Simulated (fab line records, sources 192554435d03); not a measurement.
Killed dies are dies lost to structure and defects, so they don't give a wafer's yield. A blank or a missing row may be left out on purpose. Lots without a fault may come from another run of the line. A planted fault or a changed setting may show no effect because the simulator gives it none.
Split-lot experiment | flow n5_finfet | 7 lots, 39 wafers read, on a route of 1938 steps

THE SPLIT
At N5_PASSIVATION_PECVD_53 (deposits SiO2 from TEOS/O2, target thk 800 nm, time 169.4 s), the setting time_s was moved away from the recipe's 169.4 s on 12 of the 39 wafers read, by -59.0% to +57.3%. The other wafers ran this setting at the recipe's value.

The reading is taken at the split's own step.

THE READING
SiO2_of_PASSIVATION_PECVD_53.thk_nm (the simulator's own value, which no gauge read), in nm, at N5_PASSIVATION_PECVD_53 (deposits SiO2 from TEOS/O2, target thk 800 nm, time 169.4 s). The file gives no usual value for it. The 27 wafers here that ran the recipe average 799.0 nm, standard deviation 12 nm.

wafer  | tool, chamber at the split | time_s as run, s | against the recipe | SiO2_of_PASSIVATION_PECVD_53.thk_nm, nm | against lot-mates on the recipe
L083.1 | pecvd-01, 1                | 169.4            | recipe             | 772.4                                   | -
L083.2 | pecvd-01, 2                | 169.4            | recipe             | 793.4                                   | -
L083.3 | pecvd-01, 2                | 69.38            | -59.0%             | 329.6                                   | -457.1
L083.4 | pecvd-01, 1                | 169.4            | recipe             | 794.4                                   | -
L083.5 | pecvd-01, 2                | 69.38            | -59.0%             | 322.4                                   | -464.3
L083.6 | pecvd-01, 1                | 69.38            | -59.0%             | 320.2                                   | -466.5
L086.1 | pecvd-01, 0                | 169.4            | recipe             | 786.2                                   | -
L086.2 | pecvd-01, 1                | 169.4            | recipe             | 790.2                                   | -
L086.3 | pecvd-01, 2                | 169.4            | recipe             | 798.2                                   | -
L086.4 | pecvd-01, 1                | 169.4            | recipe             | 804.6                                   | -
L086.5 | pecvd-01, 0                | 169.4            | recipe             | 802.6                                   | -
L086.6 | pecvd-01, 2                | 169.4            | recipe             | 810.8                                   | -
L089.1 | pecvd-04, 0                | 169.4            | recipe             | 818.6                                   | -
L089.2 | pecvd-04, 2                | 169.4            | recipe             | 799                                     | -
L089.3 | pecvd-04, 1                | 169.4            | recipe             | 799.4                                   | -
L089.4 | pecvd-04, 0                | 169.4            | recipe             | 825.2                                   | -
L089.5 | pecvd-04, 2                | 169.4            | recipe             | 804.4                                   | -
L089.6 | pecvd-04, 1                | 169.4            | recipe             | 803.8                                   | -
L088.1 | pecvd-01, 2,1              | 266.5            | +57.3%             | 1254                                    | +454.1
L088.5 | pecvd-01, 2,1              | 266.5            | +57.3%             | 1254                                    | +454.1
L088.2 | pecvd-01, 1                | 169.4            | recipe             | 797                                     | -
L088.3 | pecvd-01, 0                | 169.4            | recipe             | 791.6                                   | -
L088.4 | pecvd-01, 2                | 169.4            | recipe             | 811.2                                   | -
L088.6 | pecvd-01, 0                | 266.5            | +57.3%             | 1264                                    | +464.1
L095.1 | pecvd-04, 2                | 169.4            | recipe             | 784.8                                   | -
L095.2 | pecvd-04, 0                | 169.4            | recipe             | 800                                     | -
L095.3 | pecvd-04, 1                | 105.7            | -37.6%             | 493                                     | -300.2
L095.4 | pecvd-04, 2                | 105.7            | -37.6%             | 497.6                                   | -295.6
L095.5 | pecvd-04, 0                | 105.7            | -37.6%             | 508                                     | -285.2
L095.6 | pecvd-04, 1                | 169.4            | recipe             | 794.8                                   | -
L094.1 | pecvd-01, 2                | 169.4            | recipe             | 785.8                                   | -
L094.2 | pecvd-01, 0                | 169.4            | recipe             | 777.4                                   | -
L094.3 | pecvd-01, 1                | 254.6            | +50.3%             | 1176                                    | +381.4
L094.4 | pecvd-01, 2                | 169.4            | recipe             | 820.6                                   | -
L094.5 | pecvd-01, 1                | 254.6            | +50.3%             | 1197                                    | +402.4
L094.6 | pecvd-01, 0                | 254.6            | +50.3%             | 1203                                    | +408.4
L097.2 | pecvd-04, 1                | 169.4            | recipe             | 805.4                                   | -
L097.3 | pecvd-04, 2                | 169.4            | recipe             | 796.6                                   | -
L097.6 | pecvd-04, 1                | 169.4            | recipe             | 804                                     | -
Where a row lists several chambers, the file gives one row for several wafers and doesn't say which wafer went through which chamber.

THE FIT
A straight line over all 39 wafers: SiO2_of_PASSIVATION_PECVD_53.thk_nm changes by +7.97 nm for each +1% of time_s; r = +1.00; the points scatter about the line by 11 nm.
The same after taking each lot's own level away (the mean of its wafers on the recipe; 39 wafers): +7.89 nm for each +1%; r = +1.00; scatter 9.7 nm.
On that fit, the largest move of time_s shifts the reading by 4.7e+02 nm.
The lots' own levels span 786.73 to 808.40 nm, that is 1.8 times the standard deviation above.
So the lot-to-lot level changes the slope little: the two slopes agree.
Check: with one of the wafers moved furthest among these (-59.0%) left out of the fit, the line predicts -466 nm for it against its lot-mates. It came out at -457 nm against them.

THE WHOLE CHAIN: every reading that the file lists as answering this split, in the file's order
step                    | what it does                                                | reading                                                                              | change (the file's fit)                                                         | r (the file's)
N5_PASSIVATION_PECVD_53 | deposits SiO2 from TEOS/O2, target thk 800 nm, time 169.4 s | SiO2_of_PASSIVATION_PECVD_53.thk_nm (the simulator's own value, which no gauge read) | +7.89 nm for each +1% of the setting                                            | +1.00
N5_PASSIVATION_PROBE_49 |                                                             | killed_at_other                                                                      | not straight: 1 at the lowest setting, 3.1 at the recipe, 1072.3 at the highest | not given

THE FILE'S OWN FIT
SiO2_of_PASSIVATION_PECVD_53.thk_nm changes by +7.89 nm for each +1% of time_s, r = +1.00.
